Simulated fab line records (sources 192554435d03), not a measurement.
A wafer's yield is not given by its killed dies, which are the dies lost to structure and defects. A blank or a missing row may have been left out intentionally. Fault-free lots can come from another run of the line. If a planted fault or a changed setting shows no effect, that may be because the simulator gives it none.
Split-lot study / flow n5-finfet / route with 1938 steps; 7 lots, 39 wafers read

ABOUT THE SPLIT
At N5_BEOL_M4_ILD_DEP_00 (deposits SiOC from DEMS/O2, target thk 79 nm, time 15.3 s), the setting target-thk-a was moved away from the recipe's 790 angstrom on 9 of the 39 wafers read, by -26.0% to +56.3%. For the rest of the wafers, this setting stayed at what the recipe calls for.

No step appears in the file between the split and the reading.

THE READING
At N5_BEOL_M4_THK_MEAS_01: M4_ILD_THK, given in nm. Fault-free wafers of this fab line usually give 78.6 nm, standard deviation 1.1 nm.

wafer=L076.1; tool, chamber at the split=pecvd-03, 0; target-thk-a as run, angstrom=1235; against the recipe=+56.3%; M4_ILD_THK, nm=121.6; against lot-mates on the recipe=+44.8
wafer=L076.2; tool, chamber at the split=pecvd-03, 1; target-thk-a as run, angstrom=790; against the recipe=recipe; M4_ILD_THK, nm=76.4; against lot-mates on the recipe=-
wafer=L076.3; tool, chamber at the split=pecvd-03, 2; target-thk-a as run, angstrom=790; against the recipe=recipe; M4_ILD_THK, nm=75.8; against lot-mates on the recipe=-
wafer=L076.4; tool, chamber at the split=pecvd-03, 0; target-thk-a as run, angstrom=790; against the recipe=recipe; M4_ILD_THK, nm=78.3; against lot-mates on the recipe=-
wafer=L076.5; tool, chamber at the split=pecvd-03, 2; target-thk-a as run, angstrom=1235; against the recipe=+56.3%; M4_ILD_THK, nm=123.7; against lot-mates on the recipe=+46.9
wafer=L076.6; tool, chamber at the split=pecvd-03, 1; target-thk-a as run, angstrom=1235; against the recipe=+56.3%; M4_ILD_THK, nm=122.5; against lot-mates on the recipe=+45.7
wafer=L079.1; tool, chamber at the split=pecvd-03, 0; target-thk-a as run, angstrom=790; against the recipe=recipe; M4_ILD_THK, nm=77.2; against lot-mates on the recipe=-
wafer=L079.2; tool, chamber at the split=pecvd-03, 1; target-thk-a as run, angstrom=1032; against the recipe=+30.6%; M4_ILD_THK, nm=101.9; against lot-mates on the recipe=+24.0
wafer=L079.3; tool, chamber at the split=pecvd-03, 2; target-thk-a as run, angstrom=790; against the recipe=recipe; M4_ILD_THK, nm=77.7; against lot-mates on the recipe=-
wafer=L079.4; tool, chamber at the split=pecvd-03, 1,0; target-thk-a as run, angstrom=1032; against the recipe=+30.6%; M4_ILD_THK, nm=103.3; against lot-mates on the recipe=+25.4
wafer=L079.5; tool, chamber at the split=pecvd-03, 1,0; target-thk-a as run, angstrom=1032; against the recipe=+30.6%; M4_ILD_THK, nm=103.0; against lot-mates on the recipe=+25.1
wafer=L079.6; tool, chamber at the split=pecvd-03, 2; target-thk-a as run, angstrom=790; against the recipe=recipe; M4_ILD_THK, nm=78.8; against lot-mates on the recipe=-
wafer=L080.1; tool, chamber at the split=pecvd-03, 2; target-thk-a as run, angstrom=790; against the recipe=recipe; M4_ILD_THK, nm=77.8; against lot-mates on the recipe=-
wafer=L080.2; tool, chamber at the split=pecvd-03, 1; target-thk-a as run, angstrom=790; against the recipe=recipe; M4_ILD_THK, nm=78.1; against lot-mates on the recipe=-
wafer=L080.3; tool, chamber at the split=pecvd-03, 0; target-thk-a as run, angstrom=790; against the recipe=recipe; M4_ILD_THK, nm=78.3; against lot-mates on the recipe=-
wafer=L080.4; tool, chamber at the split=pecvd-03, 0; target-thk-a as run, angstrom=790; against the recipe=recipe; M4_ILD_THK, nm=80.4; against lot-mates on the recipe=-
wafer=L080.5; tool, chamber at the split=pecvd-03, 1; target-thk-a as run, angstrom=790; against the recipe=recipe; M4_ILD_THK, nm=79.5; against lot-mates on the recipe=-
wafer=L080.6; tool, chamber at the split=pecvd-03, 2; target-thk-a as run, angstrom=790; against the recipe=recipe; M4_ILD_THK, nm=79.9; against lot-mates on the recipe=-
wafer=L083.1; tool, chamber at the split=pecvd-04, 1; target-thk-a as run, angstrom=584.7; against the recipe=-26.0%; M4_ILD_THK, nm=56.4; against lot-mates on the recipe=-21.0
wafer=L083.2; tool, chamber at the split=pecvd-04, 0; target-thk-a as run, angstrom=790; against the recipe=recipe; M4_ILD_THK, nm=76.5; against lot-mates on the recipe=-
wafer=L083.3; tool, chamber at the split=pecvd-04, 2; target-thk-a as run, angstrom=584.7; against the recipe=-26.0%; M4_ILD_THK, nm=56.9; against lot-mates on the recipe=-20.5
wafer=L083.4; tool, chamber at the split=pecvd-04, 1; target-thk-a as run, angstrom=790; against the recipe=recipe; M4_ILD_THK, nm=77.7; against lot-mates on the recipe=-
wafer=L083.5; tool, chamber at the split=pecvd-04, 0; target-thk-a as run, angstrom=584.7; against the recipe=-26.0%; M4_ILD_THK, nm=57.5; against lot-mates on the recipe=-19.9
wafer=L083.6; tool, chamber at the split=pecvd-04, 2; target-thk-a as run, angstrom=790; against the recipe=recipe; M4_ILD_THK, nm=77.9; against lot-mates on the recipe=-
wafer=L085.3; tool, chamber at the split=pecvd-03, 1,0; target-thk-a as run, angstrom=790; against the recipe=recipe; M4_ILD_THK, nm=79.6; against lot-mates on the recipe=-
wafer=L085.4; tool, chamber at the split=pecvd-03, 1,0; target-thk-a as run, angstrom=790; against the recipe=recipe; M4_ILD_THK, nm=79.7; against lot-mates on the recipe=-
wafer=L085.5; tool, chamber at the split=pecvd-03, 0; target-thk-a as run, angstrom=790; against the recipe=recipe; M4_ILD_THK, nm=80.5; against lot-mates on the recipe=-
wafer=L090.1; tool, chamber at the split=pecvd-01, 2; target-thk-a as run, angstrom=790; against the recipe=recipe; M4_ILD_THK, nm=78.2; against lot-mates on the recipe=-
wafer=L090.2; tool, chamber at the split=pecvd-01, 0; target-thk-a as run, angstrom=790; against the recipe=recipe; M4_ILD_THK, nm=78.8; against lot-mates on the recipe=-
wafer=L090.3; tool, chamber at the split=pecvd-01, 1; target-thk-a as run, angstrom=790; against the recipe=recipe; M4_ILD_THK, nm=79.8; against lot-mates on the recipe=-
wafer=L090.4; tool, chamber at the split=pecvd-01, 1; target-thk-a as run, angstrom=790; against the recipe=recipe; M4_ILD_THK, nm=80.0; against lot-mates on the recipe=-
wafer=L090.5; tool, chamber at the split=pecvd-01, 0; target-thk-a as run, angstrom=790; against the recipe=recipe; M4_ILD_THK, nm=81.0; against lot-mates on the recipe=-
wafer=L090.6; tool, chamber at the split=pecvd-01, 2; target-thk-a as run, angstrom=790; against the recipe=recipe; M4_ILD_THK, nm=80.4; against lot-mates on the recipe=-
wafer=L091.1; tool, chamber at the split=pecvd-01, 1; target-thk-a as run, angstrom=790; against the recipe=recipe; M4_ILD_THK, nm=79.0; against lot-mates on the recipe=-
wafer=L091.2; tool, chamber at the split=pecvd-01, 2; target-thk-a as run, angstrom=790; against the recipe=recipe; M4_ILD_THK, nm=78.7; against lot-mates on the recipe=-
wafer=L091.3; tool, chamber at the split=pecvd-01, 0; target-thk-a as run, angstrom=790; against the recipe=recipe; M4_ILD_THK, nm=79.6; against lot-mates on the recipe=-
wafer=L091.4; tool, chamber at the split=pecvd-01, 1,2; target-thk-a as run, angstrom=790; against the recipe=recipe; M4_ILD_THK, nm=80.5; against lot-mates on the recipe=-
wafer=L091.5; tool, chamber at the split=pecvd-01, 1,2; target-thk-a as run, angstrom=790; against the recipe=recipe; M4_ILD_THK, nm=80.4; against lot-mates on the recipe=-
wafer=L091.6; tool, chamber at the split=pecvd-01, 0; target-thk-a as run, angstrom=790; against the recipe=recipe; M4_ILD_THK, nm=80.7; against lot-mates on the recipe=-
Where a row lists several chambers, the file gives one row for several wafers and doesn't say which wafer went through which chamber.

THE FIT
A straight line over all 39 wafers: M4_ILD_THK changes by +0.788 nm for each +1% of target-thk-a; r = +1.00; the points scatter about the line by 1.3 nm.
The same after taking each lot's own level away (the mean of its wafers on the recipe; 39 wafers): +0.808 nm for each +1%; r = +1.00; scatter 0.84 nm.
That fit puts the effect of the largest move of target-thk-a on the reading at 45 nm.
The lots' own levels span 76.83 to 79.93 nm, that is 2.8 times the standard deviation above.
Hence the lot-to-lot level has little effect on the slope; both slopes agree.
Check: for one of the wafers moved furthest among these (+56.3%), held out of the fit, the line's prediction against its lot-mates is +45.8 nm. It came out at +44.8 nm against them.

OTHER SPLITS APPLIED TO THESE WAFERS
These wafers also went through other splits before the reading. Each is held against what the fit with the lots' levels taken away leaves over:
other split on the same wafers=N5_DUMMY_GATE_ALD_02 target-thk-a; wafers away from the commonest value=9; r with M4_ILD_THK (lot level and that fit taken away)=-0.03
other split on the same wafers=N5_SD_EPI_P_EPI_21 time-s; wafers away from the commonest value=12; r with M4_ILD_THK (lot level and that fit taken away)=-0.08
other split on the same wafers=N5_BEOL_M0_CUTY_DESCUM_61 time-s; wafers away from the commonest value=12; r with M4_ILD_THK (lot level and that fit taken away)=+0.24
other split on the same wafers=N5_BEOL_M2_DESCUM_16 time-s; wafers away from the commonest value=18; r with M4_ILD_THK (lot level and that fit taken away)=+0.17
other split on the same wafers=N5_BEOL_M3_ETCH_41 target-depth-a; wafers away from the commonest value=12; r with M4_ILD_THK (lot level and that fit taken away)=+0.09

THE WHOLE CHAIN: every reading that the file lists as answering this split, in the file's order
step=N5_BEOL_M4_ILD_DEP_00; what it does=deposits SiOC from DEMS/O2, target thk 79 nm, time 15.3 s; reading=SiOC_of_BEOL_M4_ILD_DEP_00.thk-nm (the simulator's own value, which no gauge read); change (the file's fit)=+0.81 nm for each +1% of the setting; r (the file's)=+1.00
step=N5_BEOL_M4_THK_MEAS_01; what it does=; reading=M4_ILD_THK; change (the file's fit)=+0.809 for each +1% of the setting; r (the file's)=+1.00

THE FILE'S OWN FIT
M4_ILD_THK changes by +0.809 nm for each +1% of target-thk-a, r = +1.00.
